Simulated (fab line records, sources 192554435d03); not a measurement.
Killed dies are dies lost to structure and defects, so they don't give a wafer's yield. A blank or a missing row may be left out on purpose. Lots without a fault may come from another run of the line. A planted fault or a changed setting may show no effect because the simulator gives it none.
A struck lot beside a sound one | flow n5_finfet | 15 steps out of a route of 1938
Sound: wafers L161.1, L161.2, L161.5. Struck: wafers L173.1, L173.4, L173.6. The cause comes at the end.
At each step with rows: each side's tool, then ch and its chambers, then its first start. Under that, the readings that differ: sound wafers | struck wafers | difference of the means | sigmas: that difference in standard deviations of wafers without a fault.
alike: readings whose means differ by less than 2 such deviations, and words and numbers that are the same on both sides. not compared: withheld readings, readings that some wafer has no value for, bounds like >300 that may hide the same value, and numbers for which the record gives no deviation and whose values overlap.
The two part at a step that has a row with sigmas, a row that says differs or no value, or rows on one side only. Numbers that don't overlap but have no deviation are shown without sigmas and don't part them. A reading that every wafer of one side lacks parts them only if that side has two wafers or more.

N5_HKMG_FIN_ALD_75: deposits Al2O3, target thk 1 nm, co reactant pulse time 1 s.
  sound on ald_hk-03 ch 0,2,3, day 6 07:31; struck on ald_hk-02 ch 0,2, day 9 07:58
  alike: heater_power_w, precursor_pulse_height_rel, susceptor_temp_C
then, 8 steps without rows for these wafers: N5_HKMG_FIN_COAT_41 (time 60 s, resist thk 300 nm); N5_HKMG_FIN_COAT_42 (time 60 s, resist thk 35 nm); N5_HKMG_FIN_COAT_43 (resist thk 90 nm); N5_HKMG_FIN_EBR_45; N5_HKMG_FIN_SOFTBAKE_44 (time 60 s); N5_HKMG_FIN_EXPOSE_46 (exposes mask NDIPOLE); N5_HKMG_FIN_PEB_47 (peb time 60 s); N5_HKMG_FIN_DEVELOP_48 (develop time 30 s).
N5_HKMG_FIN_CD_MEAS_49: target cd 202 nm.
  sound on cd_sem-02 ch 0, day 6 07:51; struck on cd_sem-03 ch 0, day 9 08:25
  alike: cd_nm
N5_HKMG_FIN_OVL_MEAS_50:
  sound on overlay-01 ch 0, day 6 07:53; struck on overlay-02 ch 0, day 9 08:27
  alike: NDIPOLE_OVL
N5_HKMG_FIN_INSPECT_61: inspects for defects (macro).
  sound on defect_inspect-01, day 6 07:55; struck on defect_inspect-01, day 9 08:29
  alike: raw_defect_count
N5_HKMG_FIN_DESCUM_53: chemistry O2, time 7.9 s.
  sound on rie_diel-01 ch 1,2, day 6 08:08; struck on rie_diel-02 ch 1,2,3, day 9 08:31
  reading                                       | sound          | struck         | difference | sigmas
  model.CAR-ArF_of_HKMG_FIN_COAT_43.thk_nm (nm) | 83.4 83.4 83.4 | 84.6 84.4 84.6 | +1.1       |
  alike: drypump_motor_current_A, oes_product_au, rf_vpp_V, showerhead_plenum_p_Torr, throttle_valve_pct
  not compared: rf_hours_counter_h
N5_HKMG_FIN_ETCH_54: etches SiARC in CF4, target depth 45.5 nm, time 75.8 s.
  sound on rie_diel-01 ch 1,2, day 6 08:10; struck on rie_diel-02 ch 1,2,3, day 9 08:33
  reading                                       | sound          | struck   | difference | sigmas
  model.CAR-ArF_of_HKMG_FIN_COAT_43.thk_nm (nm) | 50.6 50.8 50.8 | 52 52 52 | +1         |
  alike: drypump_motor_current_A, etch_rf_on_time_s, oes_product_au, rf_vpp_V, showerhead_plenum_p_Torr, throttle_valve_pct
  not compared: rf_hours_counter_h
N5_HKMG_FIN_ETCH_55: etches SOC in N2/H2, target depth 240 nm, time 300 s.
  sound on rie_diel-01 ch 1,2, day 6 08:14; struck on rie_diel-02 ch 1,2,3, day 9 08:36
  alike: drypump_motor_current_A, oes_product_au, rf_vpp_V, showerhead_plenum_p_Torr, throttle_valve_pct
  not compared: rf_hours_counter_h

WHERE THEY PART
Nowhere in this record.

WHY: what the simulator had put in
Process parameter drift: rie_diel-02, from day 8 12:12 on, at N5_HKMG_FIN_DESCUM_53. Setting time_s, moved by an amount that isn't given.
